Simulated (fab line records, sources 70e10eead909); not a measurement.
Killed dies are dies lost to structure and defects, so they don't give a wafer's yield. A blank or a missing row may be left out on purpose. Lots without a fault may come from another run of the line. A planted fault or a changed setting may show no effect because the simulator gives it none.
fab line records | flow nand_harc
record lots=11 wafers=33 last_day=23
route steps=1159 shown P_ZERO_WELL@26 P_STI@90 P_GATE@122 END@1159
lots that met no fault: from a run of the same line without faults
start_h: hours from the record's first day to the start of the lot's first wafer shown | wait_h: hours since the lot's step before | " the same as in the row above | L1.1+2: a row that stands for several wafers | - no value, or no start given | * or withheld: withheld | < > ~ a bound
route shown NAME@n: a module of which the file shows steps, and the number in the route of the first | usual: mean/standard deviation of fault-free wafers | same: alike in all rows | chamber/n: place in a boat | sites: the reading at each site | _std_site: their standard deviation | _edge_site: outer sites' mean less inner sites' | radius_mm: how far each site lies from the wafer's centre | mask NAME#n: copy n | behind: the tool/chamber that last shaped the wafer | hold: why the lot was held/for how many hours/how that ended | device: the transistor (n, p or np) that didn't switch | end of line: the same wafers' tests at the end of the route | a step without rows: its recipe alone | killed: dies lost to structure and defects at the first sort, not the wafer's yield | map: a wafer's dies, x killed, . not, _ none there
set.NAME: the setting as run; set.NAME@STEP: as run at that earlier step | model.NAME: the simulator's own value behind a step, which no gauge read
steps of the route over a sample of lots; a table a step, a row a wafer
services: from which hour (start_h, from the record's first day; less than 0 if before it) a tool's chamber was out of use, for how many hours, and why
## steps
# step NHARC_P_ZERO_WELL_EXPOSE_21
# recipe na=0.6 target_cd_nm=720 dose_mj=22.31 mask_id=P_NWELL
# usual reticle_temp_C=23.00/0.11 stage_vel_mm_s=500.03/0.23
# same na=0.6
# columns lot.wafer tool chamber start_h wait_h mask reticle_temp_C stage_vel_mm_s
L951.1 krf_scanner-03 0 32.30 - P_NWELL#0 23.12 500.20
L951.3 " 0 " " P_NWELL#0 22.82 499.80
L951.6 " 0 " " P_NWELL#0 22.89 500.38
L952.2 krf_scanner-04 0 38.34 - P_PWELL#0 23.13 499.94
L952.4 " 0 " " P_PWELL#0 23.11 500.11
L952.6 " 0 " " P_PWELL#0 22.98 499.76
L953.2 krf_scanner-03 0 44.47 - P_NWELL#0 23.01 500.10
L953.4 " 0 " " P_NWELL#0 22.97 500.23
L953.6 " 0 " " P_NWELL#0 23.03 499.92
L960.1 krf_scanner-03 0 86.30 - P_NWELL#0 23.00 499.95
L960.2 " 0 " " P_NWELL#0 22.95 499.76
L960.4 " 0 " " P_NWELL#0 22.84 499.91
L961.2 krf_scanner-02 0 92.48 - P_NWELL#0 22.90 499.86
L961.3 " 0 " " P_NWELL#0 22.79 500.27
L961.6 " 0 " " P_NWELL#0 23.02 499.56
L963.2 krf_scanner-03 0 104.46 - P_NWELL#0 23.10 500.00
L963.4 " 0 " " P_NWELL#0 23.00 499.92
L963.5 " 0 " " P_NWELL#0 23.10 499.69
L964.1 krf_scanner-02 0 110.31 - P_NWELL#0 22.92 500.08
L964.4 " 0 " " P_NWELL#0 22.91 500.47
L964.6 " 0 " " P_NWELL#0 22.84 500.34
L965.1 krf_scanner-04 0 116.43 - P_NWELL#0 22.81 500.01
L965.3 " 0 " " P_NWELL#0 22.89 499.74
L965.6 " 0 " " P_NWELL#0 23.05 499.88
L966.1 krf_scanner-02 0 122.45 - P_NWELL#0 23.04 500.19
L966.4 " 0 " " P_NWELL#0 22.92 500.12
L966.6 " 0 " " P_NWELL#0 22.92 499.89
L967.2 krf_scanner-03 0 128.44 - P_NWELL#0 22.97 499.87
L967.3 " 0 " " P_NWELL#0 22.98 500.11
L967.6 " 0 " " P_NWELL#0 22.75 499.88
L971.1 krf_scanner-04 0 152.45 - P_NWELL#0 23.00 500.25
L971.4 " 0 " " P_NWELL#0 22.86 500.25
L971.6 " 0 " " P_NWELL#0 22.90 500.30
# step NHARC_P_ZERO_WELL_CD_MEAS_24
# recipe target_cd_nm=720 landing_energy_ev=500
# usual cd_nm=720.2/1.6
# columns lot.wafer tool chamber start_h wait_h cd_nm
L951.1 cd_sem-03 0 32.46 - 718.3
L951.3 " 0 " " 719.5
L951.6 " 0 " " 720.2
L952.2 cd_sem-02 0 38.50 - -
L952.4 " 0 " " -
L952.6 " 0 " " -
L953.2 cd_sem-02 0 44.64 - 717.0
L953.4 " 0 " " 718.1
L953.6 " 0 " " 719.3
L960.1 cd_sem-02 0 86.46 - 720.5
L960.2 " 0 " " 722.0
L960.4 " 0 " " 720.5
L961.2 cd_sem-01 0 92.64 - 721.5
L961.3 " 0 " " 721.4
L961.6 " 0 " " 722.5
L963.2 cd_sem-03 0 104.61 - 722.4
L963.4 " 0 " " 720.9
L963.5 " 0 " " 719.4
L964.1 cd_sem-01 0 110.47 - 720.4
L964.4 " 0 " " 720.9
L964.6 " 0 " " 720.6
L965.1 cd_sem-03 0 116.60 - 721.0
L965.3 " 0 " " 721.0
L965.6 " 0 " " 720.3
L966.1 cd_sem-03 0 122.60 - 718.7
L966.4 " 0 " " 719.1
L966.6 " 0 " " 719.8
L967.2 cd_sem-02 0 128.59 - 722.3
L967.3 " 0 " " 723.7
L967.6 " 0 " " 722.5
L971.1 cd_sem-02 0 152.62 - 718.7
L971.4 " 0 " " 720.3
L971.6 " 0 " " 718.3
# step NHARC_P_STI_ETCH_15
# recipe target_depth_a=3000 taper_deg=4 time_s=100.1 hbr_flow_sccm=150 cl2_flow_sccm=50 rf_w=400 icp_w=400 bias_w=100 chemistry=HBr/Cl2
# usual bias_w=100.04/0.29 chamber_pressure_mTorr=15.001/0.014 drypump_motor_current_A=5.6/0.44 oes_product_au=0.999/0.0091 throttle_valve_pct=26.407/0.011
# columns lot.wafer tool chamber start_h wait_h bias_w chamber_pressure_mTorr drypump_motor_current_A oes_product_au rf_hours_counter_h throttle_valve_pct
L951.3 rie_si-04 3 53.72 - 100.15 15.019 6.0 0.992 0.9 26.415
L951.1 " 0 " " 100.11 14.992 6.3 1.001 0.8 26.401
L951.6 " 3 " " 100.01 14.985 6.0 0.996 - 26.396
L953.4 rie_si-06 2 65.68 - 99.47 15.028 6.3 0.994 0.3 26.390
L953.2 " 3 " " 100.35 14.999 5.6 1.003 0.3 26.416
L953.6 " 1 " " 100.12 14.998 5.2 0.999 - 26.405
L960.2 rie_si-04 0 108.20 - 100.01 14.998 6.2 0.997 0.0 26.418
L960.1 " 1 " " 100.43 15.000 5.3 0.991 0.0 26.410
L960.4 " 2 " " 99.56 15.034 6.5 0.991 0.0 26.423
L961.2 rie_si-01 3 113.73 - 100.29 14.993 5.7 0.987 1.6 26.428
L961.3 " 0 " " 100.36 14.990 5.3 0.987 1.6 26.388
L961.6 " 2 " " 100.14 14.993 5.4 0.982 - 26.420
L964.1 rie_si-04 0 128.94 - 100.38 15.004 6.2 1.008 0.1 26.408
L964.4 " 1 " " 100.24 15.012 5.3 1.008 0.2 26.434
L964.6 " 3 " " 100.35 15.021 6.0 1.023 - 26.394
L963.4 rie_si-06 1 129.08 - 99.76 15.007 5.3 0.998 0.7 26.397
L963.2 " 3 " " 99.73 14.993 5.7 0.995 0.8 26.408
L963.5 " 1 " " 100.26 15.018 5.3 1.007 - 26.406
L966.4 rie_si-01 0 140.52 - 99.55 15.022 5.3 0.997 0.0 26.409
L966.1 " 2 " " 100.22 15.003 5.4 0.999 0.1 26.402
L966.6 " 1 " " 100.35 14.995 5.3 0.987 - 26.416
L965.1 rie_si-06 1 140.63 - 99.93 15.028 5.2 1.010 0.8 26.381
L965.3 " 0 " " 99.92 15.009 5.0 0.999 0.9 26.421
L965.6 " 2 " " 99.97 14.994 6.4 1.001 - 26.398
L967.3 rie_si-01 2 149.57 - 99.85 15.009 5.4 0.997 0.1 26.422
L967.2 " 0 " " 100.24 15.004 5.3 0.998 0.1 26.405
L967.6 " 2 " " 100.03 15.008 5.4 0.990 - 26.399
L971.1 rie_si-06 3 173.53 - 100.30 14.985 5.7 0.998 1.1 26.396
L971.4 " 2 " " 100.46 14.997 6.3 1.013 1.0 26.410
L971.6 " 0 " " 100.39 15.012 5.0 1.013 - 26.385
# step NHARC_P_GATE_CD_MEAS_11
# recipe target_cd_nm=1640 landing_energy_ev=500
# usual cd_nm=1640.4/1.2
# columns lot.wafer tool chamber start_h wait_h cd_nm
L951.1 cd_sem-03 0 92.17 - 1640.8
L951.3 " 0 " " 1637.3
L951.6 " 0 " " 1640.5
L953.2 cd_sem-01 0 103.44 - 1639.3
L953.4 " 0 " " 1639.9
L953.6 " 0 " " 1638.4
L961.2 cd_sem-02 0 154.36 - 1639.1
L961.3 " 0 " " 1640.3
L961.6 " 0 " " 1637.9
L960.1 cd_sem-01 0 154.52 - 1640.5
L960.2 " 0 " " 1640.3
L960.4 " 0 " " 1639.6
L964.1 cd_sem-02 0 163.78 - 1640.9
L964.4 " 0 " " 1641.1
L964.6 " 0 " " 1637.6
L963.2 cd_sem-03 0 163.94 - 1642.0
L963.4 " 0 " " 1639.2
L963.5 " 0 " " 1641.7
L966.1 cd_sem-01 0 178.46 - 1640.3
L966.4 " 0 " " 1638.0
L966.6 " 0 " " 1638.4
L965.1 cd_sem-01 0 178.62 - 1640.8
L965.3 " 0 " " 1638.6
L965.6 " 0 " " 1640.5
L967.2 cd_sem-02 0 184.48 - 1639.7
L967.3 " 0 " " 1640.7
L967.6 " 0 " " 1640.0
L971.1 cd_sem-01 0 207.31 - 1639.1
L971.4 " 0 " " 1640.4
L971.6 " 0 " " 1640.9
# step NHARC_P_GATE_DESCUM_31
# recipe time_s=3 o2_flow_sccm=200 ar_flow_sccm=0 bias_power_w=0 chemistry=O2
# usual chamber_pressure_mTorr=59.99/0.055 drypump_motor_current_A=5.8/0.54 o2_flow_sccm=200.1/0.62 oes_product_au=1.000/0.0079 rf_vpp_V=57.9/0.95 showerhead_plenum_p_Torr=1.92/0.077 throttle_valve_pct=11.310/0.0084
# columns lot.wafer tool chamber start_h wait_h chamber_pressure_mTorr drypump_motor_current_A o2_flow_sccm oes_product_au rf_hours_counter_h rf_vpp_V showerhead_plenum_p_Torr throttle_valve_pct
L951.3 rie_diel-08 0 106.20 0.1 59.91 5.9 200.0 1.001 55 57.9 2.01 11.303
L951.1 " 2 " " 60.02 6.3 200.1 0.994 54 58.3 1.81 11.298
L951.6 " 3 " " 60.10 6.3 200.0 1.016 - 59.0 1.99 11.320
L953.2 rie_diel-07 1 118.11 0.1 59.96 4.8 201.3 0.996 18 57.0 1.96 11.301
L953.4 " 2 " " 60.01 5.0 200.3 1.003 20 57.9 1.95 11.309
L953.6 " 0 " " 60.03 4.8 199.4 0.989 - 58.0 1.79 11.321
L961.2 rie_diel-08 0 168.40 0.1 60.01 6.0 199.4 1.002 18 56.7 2.00 11.297
L961.3 " 2 " " 59.94 6.4 200.6 0.999 18 56.1 1.81 11.316
L961.6 " 2 " " 59.97 6.3 200.8 1.012 - 57.1 1.80 11.309
L960.2 rie_diel-09 3 168.55 0.1 59.97 6.3 200.0 1.003 18 57.4 1.88 11.310
L960.4 " 1 " " 59.96 6.0 200.4 0.992 18 57.9 1.86 11.307
L960.1 " 2 " " 60.00 6.1 199.7 0.996 18 59.2 1.99 11.307
L964.4 rie_diel-09 2 182.94 0.1 60.01 6.1 201.1 1.001 20 59.0 1.99 11.323
L964.1 " 3 " " 60.00 6.3 199.1 1.000 19 58.9 1.88 11.313
L964.6 " 3 " " 60.03 6.3 199.6 0.996 - 58.2 1.88 11.318
L963.4 rie_diel-08 1 183.20 0.1 59.90 6.5 199.9 1.018 6 58.2 1.98 11.305
L963.2 " 2 " " 59.94 6.3 199.8 1.004 24 57.7 1.80 11.308
L963.5 " 1 " " 60.06 6.5 199.7 1.011 - 59.3 1.98 11.295
L965.1 rie_diel-07 0 193.95 0.1 60.11 4.7 200.4 1.006 48 57.5 1.78 11.316
L965.3 " 3 " " 59.98 5.8 199.8 1.005 48 58.1 1.80 11.308
L965.6 " 1 " " 60.01 4.8 200.1 1.009 - 57.3 1.95 11.303
L966.1 rie_diel-09 0 194.10 0.1 60.04 5.4 199.9 0.995 22 59.4 1.99 11.303
L966.4 " 2 " " 59.91 6.1 199.5 1.001 22 58.5 1.99 11.299
L966.6 " 1 " " 59.89 6.0 200.2 0.997 - 57.4 1.85 11.329
L967.3 rie_diel-08 3 198.82 0.1 59.96 6.3 200.2 0.990 18 57.2 1.98 11.314
L967.2 " 0 " " 59.94 6.0 199.5 0.983 27 57.0 2.00 11.314
L967.6 " 0 " " 59.90 6.0 198.8 0.994 - 57.4 1.99 11.314
L971.4 rie_diel-09 3 221.44 0.1 59.96 6.3 200.7 0.998 28 55.9 1.88 11.303
L971.1 " 1 " " 59.87 6.0 200.3 0.986 29 59.0 1.85 11.319
L971.6 " 3 " " 60.11 6.3 200.8 1.002 - 58.6 1.88 11.317
# step NHARC_END_SORT_01
# recipe temp_c=25
# usual killed_at_array=26/9.9 killed_at_other=0.8/1 killed_at_periphery=2.8/2.2 killed_dies=29/9.9 killed_open=3.2/1.8 killed_short=2.1/1.4
# same gross_dies=677
# columns lot.wafer tool chamber start_h wait_h killed_at_array killed_at_other killed_at_periphery killed_dies killed_open killed_short
L952.2 prober-01 0 472.17 2.8 19 1 657 677 4 3
L952.4 prober-01 0 473.78 3.4 20 4 653 677 1 1
L952.6 prober-01 0 475.40 4.0 22 1 654 677 0 1
# killed by level:class
L952.2 P_ZERO_WELL:area_expose=652 A_SLIT:chamber_film_flake=5 A_BONDPAD:chamber_film_flake=4 A_CHANNEL_HOLE_D1:chamber_film_flake=3 P_M1:chamber_film_flake=2 P_M0:geometric_particle:open=1 P_M1:geometric_particle:open=1 A_ONON_D1:geometric_particle:short=1
L952.4 P_ZERO_WELL:area_expose=653 A_SLIT:chamber_film_flake=7 THIN_TSV:chamber_film_flake=4 A_STAIRCASE:chamber_film_flake=3 A_CHANNEL_HOLE_D1:chamber_film_flake=2 A_CONTACT:chamber_film_flake=2 A_CHANNEL_FILL_D1:geometric_particle:short=1 A_M1:geometric_particle:open=1
L952.6 P_ZERO_WELL:area_expose=654 A_SLIT:chamber_film_flake=9 A_CHANNEL_HOLE_D1:chamber_film_flake=4 A_STAIRCASE:chamber_film_flake=4 A_BONDPAD:chamber_film_flake=2 A_SOURCE_PLATE:geometric_particle:short=1 A_ZERO_WELL:chamber_film_flake=1 A_CONTACT:chamber_film_flake=1
## services
# columns tool chamber start_h hours kind
krf_scanner-02 - 11.28 20.5 repair
rie_si-06 - 22.32 3.2 repair
krf_scanner-02 - 38.00 4.0 pm
krf_scanner-04 - 45.40 0.7 repair
rie_diel-07 - 51.33 9.0 pm
rie_diel-09 - 77.10 9.0 pm
rie_diel-08 3 91.78 2.1 repair
rie_si-06 - 94.58 0.3 repair
rie_si-04 - 99.00 9.0 pm
krf_scanner-04 - 108.14 1.2 repair
krf_scanner-04 - 113.00 1.2 repair
rie_diel-08 - 124.80 9.0 pm
krf_scanner-04 - 126.00 4.0 pm
rie_si-01 - 127.00 9.0 pm
rie_diel-08 1 136.12 32.4 repair
rie_si-04 1 136.38 3.1 repair
rie_diel-08 3 151.84 16.2 repair
krf_scanner-03 - 173.44 4.0 pm
krf_scanner-03 - 177.91 0.7 repair
rie_si-06 - 183.00 9.0 pm
rie_si-01 - 187.07 0.4 repair
krf_scanner-04 - 206.94 1.8 repair
krf_scanner-02 - 210.00 4.0 pm
krf_scanner-03 - 217.67 2.0 repair
## key
first_sign step=NHARC_P_ZERO_WELL_EXPOSE_21 reading=mask direction=changed
effect step=NHARC_P_ZERO_WELL_CD_MEAS_24 reading=cd_nm direction=missing
effect step=NHARC_END_SORT_01 reading=killed_at_periphery direction=up sigmas=99+ usual=2.8 struck=654.7
more_kills_born_at NHARC_P_ZERO_WELL_EXPOSE_21@krf_scanner-04=1959
met_at NHARC_P_ZERO_WELL_EXPOSE_21
struck_lots L952
later_rows_left_out L952.2,L952.4,L952.6
tester_left_out L952
not_acting_at NHARC_P_STI_ETCH_15,NHARC_P_GATE_CD_MEAS_11,NHARC_P_GATE_DESCUM_31
fault kind=wrong_mask tool=any chamber=- onset_h=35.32 steps=NHARC_P_ZERO_WELL_EXPOSE_21 aux_copy=P_PWELL#0 scope=struck_lots_only
# tester_left_out: of these lots the tester's yield and bins aren't shown, on N5 and GAA mostly nor the transistor test; their killed dies are dies lost to structure and defects alone, not to doping, threshold or leakage, so they don't give the yield
# later_rows_left_out: the simulator's readings of these wafers behind a module that went badly wrong aren't trusted and aren't shown, but for the sort
